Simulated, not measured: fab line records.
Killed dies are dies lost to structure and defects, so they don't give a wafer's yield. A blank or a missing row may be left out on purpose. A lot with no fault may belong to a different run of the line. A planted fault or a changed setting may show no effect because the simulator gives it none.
One fault through the eyes of 2 desks / flow n5-finfet / only its own numbers are on each desk; what lay behind them is given at the end

## THE METROLOGY DESK
Lot by lot, what the gauges showed, no matter which tool ran the lot: averages of those sampled wafers that carry a number. Any lot whose mean is over 4 standard deviations away from the usual mean is out of limits and marked OUT; that distance is given in the brackets. 7 of its 12 readings are shown: the first one out of limits and those lying furthest out on some lot.
Columns: A = cd-nm at N5_MOL_CONTACT_COAG_CD_MEAS_84, usual 25.17 nm; B = cd-nm at N5_MOL_CONTACT_COAG_CD_MEAS_137, usual 16.0 nm; C = DIBL_P at N5_BEOL_M4_RC_MEAS_101, usual 35.8 mV/V; D = IOFF_P at N5_BEOL_M4_RC_MEAS_101, usual 0.21 nA/um; E = ION_P at N5_BEOL_M4_RC_MEAS_101, usual 465 uA/um; F = VT_N at N5_BEOL_M4_RC_MEAS_101, usual 249 mV; G = VT_P at N5_BEOL_M4_RC_MEAS_101, usual -250 mV
lot=L466; first seen here=day 6 05:13; A=25.44; B=16.3; C=35.0; D=0.23; E=467; F=246; G=-247
lot=L467; first seen here=day 6 09:16; A=25.05; B=16.3; C=36.9; D=0.25; E=466; F=247; G=-248
lot=L471; first seen here=day 7 10:32; A=25.24; B=16.3; C=32.4; D=0.14; E=451; F=256; G=-258
lot=L472; first seen here=day 7 14:22; A=25.12; B=16.1; C=34.9; D=0.19; E=458; F=248; G=-251
lot=L477; first seen here=day 8 17:07; A=24.80; B=15.6; C=36.2; D=0.18; E=459; F=251; G=-253
lot=L478; first seen here=day 9 01:39; A=25.37; B=16.1; C=34.7; D=0.20; E=462; F=253; G=-250
lot=L482; first seen here=day 10 07:46; A=22.48 (-13) OUT; B=12.9 (-7.8) OUT; C=-; D=-; E=-; F=-; G=-
lot=L483; first seen here=day 10 07:49; A=22.42 (-13) OUT; B=13.1 (-7.3) OUT; C=-; D=-; E=-; F=-; G=-
lot=L485; first seen here=day 10 23:40; A=25.32; B=15.6; C=37.9; D=0.24; E=473; F=248; G=-249
Finding of this desk: L482, L483 out of limits; the first was L482 at day 10 07:46, on cd-nm at N5_MOL_CONTACT_COAG_CD_MEAS_84. In limits: L466, L467, L471, L472, L477, L478, L485.

## TOOL OWNER'S DESK, euv-scanner-01
The tool's own readings at N5_MOL_CONTACT_COAG_EXPOSE_81 (exposes mask VG, defocus 0 nm): means of the sampled wafers that have a number, for each lot that ran on this tool. Any lot whose mean is over 4 standard deviations away from the usual mean is out of limits and marked OUT; that distance is given in the brackets.
Columns: A = exposure-dose-mJ-cm2 at N5_MOL_CONTACT_COAG_EXPOSE_81, usual 59.48
lot=L471; first seen here=day 7 10:23; A=59.47
lot=L472; first seen here=day 7 14:14; A=59.51
lot=L477; first seen here=day 8 16:59; A=59.59
lot=L478; first seen here=day 9 01:30; A=59.54
lot=L482; first seen here=day 10 07:38; A=52.33 (-99 or more) OUT
lot=L483; first seen here=day 10 07:40; A=52.24 (-99 or more) OUT
Finding of this desk: L482, L483 out of limits; the first was L482 at day 10 07:38, on exposure-dose-mJ-cm2 at N5_MOL_CONTACT_COAG_EXPOSE_81. In limits: L471, L472, L477, L478.

## PUT TOGETHER
On L482, L483, at day 10 07:38, an alarm was possible from the tool owner's desk.
At day 10 07:46 the metrology desk could have sounded an alarm, on L482, L483.
N5_MOL_CONTACT_COAG_EXPOSE_81 was run on euv-scanner-01 by each of the lots named.

## WHAT THE SIMULATOR PUT IN
Process parameter drift: euv-scanner-01, from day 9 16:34 on, at N5_MOL_CONTACT_COAG_EXPOSE_81. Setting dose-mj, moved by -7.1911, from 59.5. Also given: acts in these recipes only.
Struck lots among those shown: L482, L483.
Delay (hours) between the fault's onset and each desk's first out-of-limits reading: 15 at the tool owner's desk, 15 at the metrology desk.
